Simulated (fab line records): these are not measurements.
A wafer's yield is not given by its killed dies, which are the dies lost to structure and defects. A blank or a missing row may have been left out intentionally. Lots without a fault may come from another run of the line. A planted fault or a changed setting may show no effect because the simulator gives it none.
Chamber matching | flow nandHarc | rieDiel-02 running NHARC_A_STAIRCASE_TRIM_187: 4 sister chambers
The step chemistry O2, time 211.2 s. 4 wafers are shown with their chamber, then 9 later ones without.

## WAFERS, EACH WITH ITS CHAMBER
wafer  | chamber | showerheadPlenumPTorr (Torr)
L089.1 | 1       | 3.79
L089.6 | 3       | 3.30
L089.4 | 2       | 3.55
L089.5 | 0       | 3.39

## WAFERS WITH NO CHAMBER GIVEN
wafer  | showerheadPlenumPTorr (Torr)
L093.1 | 3.39
L093.2 | 3.78
L093.6 | 3.78
L094.2 | 3.53
L094.3 | 3.29
L094.6 | 3.77
L097.1 | 3.53
L097.5 | 3.38
L097.6 | 3.29

## EACH ONE'S CHAMBER
wafer  | from the rows above | in truth
L093.1 | 0                   | 0
L093.2 | 1                   | 1
L093.6 | 1                   | 1
L094.2 | 2                   | 2
L094.3 | 3                   | 3
L094.6 | 1                   | 1
L097.1 | 2                   | 2
L097.5 | 0                   | 0
L097.6 | 3                   | 3
Placed correctly: 9 of 9. Can't be placed from these rows: 0. Wrongly placed: 0.
How it was worked out, from the rows above alone: a wafer's distance from a chamber is the root of the sum, over the readings, of the square of ((its reading less the chamber's mean) divided by the reading's scatter). If the next closest chamber is less than 2 further off than the closest, the wafer can't be placed; otherwise it belongs to the closest. Each chamber's mean is taken over the wafers shown for it. The scatter: root of mean squared gap, hidden wafer to nearest shown wafer, with one shown wafer a chamber.
